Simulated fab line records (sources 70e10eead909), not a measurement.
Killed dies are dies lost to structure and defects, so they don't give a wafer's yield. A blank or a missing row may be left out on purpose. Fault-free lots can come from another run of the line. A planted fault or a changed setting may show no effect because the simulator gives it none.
A struck lot beside a sound one | flow nand-harc | 38 steps out of a route of 1302
Sound: these wafers, L480.1, L480.3, L480.6. Struck: wafers L475.2, L475.6. (L475.5 of the same lot was not struck and is left out.) The cause comes at the end.
For every step that has rows: the tool of each side, followed by ch and its chambers, followed by its first start. Under that, the readings that differ: sound wafers | struck wafers | difference of the means | sigmas: that difference in standard deviations of wafers without a fault.
alike: words and numbers the same on both sides, and readings whose means are apart by under 2 such deviations; not compared: readings that were withheld, readings missing a value for some wafer, numbers with overlapping values and no deviation given by the record, and bounds like >300 which may hide the same value.
Wherever a step has rows on one side only, a row that says differs or no value, or a row with sigmas, the two part there. Numbers that don't overlap but have no deviation are shown without sigmas and don't part them. A reading missing from all wafers of one side parts the sides only when that side holds two or more wafers.

first, 8 steps without rows for these wafers: NHARC_A_CHANNEL_HOLE_D2_PEB_08 (peb time 65 s); NHARC_A_CHANNEL_HOLE_D2_DEVELOP_09 (develop time 35 s); NHARC_A_CHANNEL_HOLE_D2_DESCUM_15 (chemistry O2, time 3 s); NHARC_A_CHANNEL_HOLE_D2_ETCH_38 (etches the open film in CF4, target depth 39 nm, time 65 s); NHARC_A_CHANNEL_HOLE_D2_ETCH_39 (etches the open film in N2/H2, target depth 260 nm, time 325 s); NHARC_A_CHANNEL_HOLE_D2_ETCH_34 (etches the open film in CF4/CHF3, target depth 154 nm, time 77 s); NHARC_A_CHANNEL_HOLE_D2_ETCH_16 (etches the open film in O2/COS, target depth 3100 nm, time 806 s); NHARC_A_CHANNEL_HOLE_D2_ETCH_19 (etches the open film in C4F8/O2/Ar, time 34.5 s).
NHARC_A_CHANNEL_HOLE_D2_ETCH_20: etches the open film in C4F8/O2/Ar, time 361.9 s, target depth 1600 nm.
  sound on har-etch-02 ch 1, day 20 02:52; struck on har-etch-01 ch 0, day 17 22:50
  alike: drypump-motor-current-A, showerhead-plenum-p-Torr, temp-c, throttle-valve-pct
  not compared: rf-hours-counter-h
then, 14 steps without rows for these wafers: NHARC_A_CHANNEL_HOLE_D2_ETCH_21 (etches the open film in C4F8/O2/Ar, time 514.3 s, target depth 1600 nm); NHARC_A_CHANNEL_HOLE_D2_ETCH_22 (etches the open film in C4F8/O2/Ar, time 666.7 s, target depth 1600 nm); NHARC_A_CHANNEL_HOLE_D2_ETCH_23 (etches the open film in C4F8/O2/Ar, time 819 s, target depth 1600 nm); NHARC_A_CHANNEL_HOLE_D2_ETCH_24 (etches the open film in C4F8/O2/Ar, time 906.2 s, target depth 1500 nm); NHARC_A_CHANNEL_HOLE_D2_ETCH_25 (etches the open film in C4F8/O2/Ar, time 1040.2 s, target depth 1500 nm); NHARC_A_CHANNEL_HOLE_D2_ETCH_26 (etches the open film in C4F8/O2/Ar, time 224.1 s, target depth 300 nm); NHARC_A_CHANNEL_HOLE_D2_ETCH_27 (etches the open film in C4F8/O2/Ar, time 90 s, target depth 400 nm); NHARC_A_CHANNEL_HOLE_D2_STRIP_41 (strips in N2/H2); NHARC_A_CHANNEL_HOLE_D2_STRIP_42 (strips in CF4/CHF3); NHARC_A_CHANNEL_HOLE_D2_STRIP_43 (strips in O2/COS); NHARC_A_CHANNEL_HOLE_D2_ETCH_44 (etches the open film in CF4/O2, target depth 140 nm, overetch 14 nm, time 77 s); NHARC_A_CHANNEL_HOLE_D2_STRIP_28 (strips in O2); NHARC_A_CHANNEL_HOLE_D2_PRECLEAN_29 (cleans in SC1); NHARC_A_CHANNEL_HOLE_D2_SRD_30.
NHARC_A_CHANNEL_HOLE_D2_XSEM_32:
  sound on xsem-01 ch 0, day 20 08:20; struck on xsem-02 ch 0, day 18 04:21
  reading     | sound          | struck      | difference | sigmas
  bow-nm (nm) | 8.77 8.75 8.78 | 20.19 20.22 | +11.44     | +50
  alike: bot-cd-nm, tilt-deg
then, 12 steps without rows for these wafers: NHARC_A_CHANNEL_FILL_D2_PRECLEAN_00 (cleans in SC1); NHARC_A_CHANNEL_FILL_D2_SRD_01; NHARC_A_CHANNEL_FILL_D2_ALD_02 (deposits SiO2, target thk 6 nm, pulse time 10 s, ald cycles 60); NHARC_A_CHANNEL_FILL_D2_ALD_03 (deposits SiNx, target thk 6 nm, pulse time 60 s, ald cycles 58); NHARC_A_CHANNEL_FILL_D2_ALD_14 (deposits SiO2, target thk 2.5 nm, pulse time 10 s, ald cycles 25); NHARC_A_CHANNEL_FILL_D2_ALD_15 (deposits SiNx, target thk 2 nm, pulse time 60 s, ald cycles 19); NHARC_A_CHANNEL_FILL_D2_ALD_16 (deposits SiO2, target thk 1.5 nm, pulse time 10 s, ald cycles 15); NHARC_A_CHANNEL_FILL_D2_ANNEAL_17 (time 1800 s); NHARC_A_CHANNEL_FILL_D2_CVD_18 (deposits poly-Si, target thk 3 nm); NHARC_A_CHANNEL_FILL_D2_ETCHBACK_19 (etches the open film in HBr/Cl2, target depth 5 nm, time 1.7 s); NHARC_A_CHANNEL_FILL_D2_ETCHBACK_20 (etches the open film in C4F8/O2/Ar, target depth 27 nm, time 13.5 s); NHARC_A_CHANNEL_FILL_D2_STRIP_28 (strips in O2, time 20 s).
-- the record jumps here: 11 days lie between the struck wafers' starts before and after (it left off in module A_CHANNEL_FILL_D2 and takes up again in module END, whose first step shown is number 1301 of the route) --
NHARC_END_WLT_00:
  sound on prober-01, day 31 02:04; struck on prober-02, day 28 20:30
  reading                           | sound             | struck      | difference | sigmas
  VT_DECK1_BOTTOM                   | 0.875 0.866 0.864 | 0.893 0.888 | +0.022     | +3
  VT_DECK1_BOTTOM_INNER             | 0.866 0.866 0.867 | 0.892 0.889 | +0.024     | +3
  VT_DECK1_MEDIAN_NEAR_BOTTOM       | 0.874 0.863 0.866 | 0.890 0.893 | +0.024     | +3
  VT_DECK1_MEDIAN_NEAR_BOTTOM_INNER | 0.874 0.861 0.863 | 0.888 0.893 | +0.025     | +3
  VT_DECK1_MIDDLE                   | 0.872 0.871 0.881 | 0.895 0.900 | +0.023     | +3
  VT_DECK1_MIDDLE_INNER             | 0.879 0.868 0.875 | 0.904 0.907 | +0.031     | +4
  VT_DECK1_TOP                      | 0.892 0.892 0.886 | 0.915 0.905 | +0.020     | +2
  VT_DECK2_BOTTOM                   | 0.870 0.863 0.866 | 0.881 0.884 | +0.016     | +2
  VT_DECK2_MEDIAN_NEAR_BOTTOM       | 0.877 0.872 0.869 | 0.916 0.910 | +0.040     | +5
  VT_DECK2_MEDIAN_NEAR_BOTTOM_INNER | 0.874 0.878 0.874 | 0.919 0.914 | +0.041     | +6
  alike: VT_DECK1_TOP_INNER, VT_DECK2_BOTTOM_INNER, VT_DECK2_MIDDLE, VT_DECK2_MIDDLE_INNER, VT_DECK2_TOP, VT_DECK2_TOP_INNER
NHARC_END_SORT_01:
  sound on prober-01 ch 0, day 31 05:03; struck on prober-02 ch 0, day 28 23:48
  alike: killed-at-array, killed-at-other, killed-at-periphery, killed-dies, killed-open, killed-short

== WHERE THEY PART ==
Earliest at NHARC_A_CHANNEL_HOLE_D2_XSEM_32; latest, in this record, at NHARC_END_WLT_00. Later steps at which nothing parts them and some readings are alike: NHARC_END_SORT_01.

WHY: what the simulator had put in
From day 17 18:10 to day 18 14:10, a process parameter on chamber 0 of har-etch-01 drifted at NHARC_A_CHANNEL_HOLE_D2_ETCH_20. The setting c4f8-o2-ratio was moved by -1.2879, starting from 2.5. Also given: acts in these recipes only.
